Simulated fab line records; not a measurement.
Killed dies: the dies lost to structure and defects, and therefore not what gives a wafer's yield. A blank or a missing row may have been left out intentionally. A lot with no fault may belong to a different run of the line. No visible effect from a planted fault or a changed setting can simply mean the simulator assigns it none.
Matching of chambers | flow n5-finfet | 4 sister chambers for N5_BEOL_M11_STRIP_67 on rie-diel-04
The step strips in CF4. 4 wafers are shown with their chamber, then 12 later ones without.

== WAFERS PAIRED WITH THEIR CHAMBERS ==
wafer  | chamber | drypump-motor-current-A (A)
L087.4 | 2       | 4.7
L091.2 | 1       | 5.6
L091.3 | 0       | 5.3
L091.4 | 3       | 6.4

== WAFERS MISSING THEIR CHAMBER ==
wafer  | drypump-motor-current-A (A)
L089.2 | 6.4
L089.3 | 4.7
L089.6 | 5.7
L093.1 | 5.3
L093.5 | 4.7
L093.6 | 6.4
L096.1 | 4.7
L096.3 | 6.4
L096.5 | 6.4
L094.2 | 6.4
L094.3 | 5.3
L094.5 | 6.4

== WHICH CHAMBER EACH WENT THROUGH ==
wafer  | from the rows above | in truth
L089.2 | 3                   | 3
L089.3 | 2                   | 2
L089.6 | 1                   | 1
L093.1 | 0                   | 0
L093.5 | 2                   | 2
L093.6 | 3                   | 3
L096.1 | 2                   | 2
L096.3 | 3                   | 3
L096.5 | 3                   | 3
L094.2 | 3                   | 3
L094.3 | 0                   | 0
L094.5 | 3                   | 3
Correctly placed: 12 of 12. Left unplaced by these rows: 0. Wrongly placed: 0.
How it was worked out, from the rows above alone: a wafer's distance from a chamber is the root of the sum, over the readings, of the square of ((its reading less the chamber's mean) divided by the reading's scatter). If the next closest chamber is less than 2 further off than the closest, the wafer can't be placed; otherwise it belongs to the closest. For every chamber, the mean is computed from those of its wafers that are shown. The scatter: root of mean squared gap, hidden wafer to nearest shown wafer, with one shown wafer a chamber.
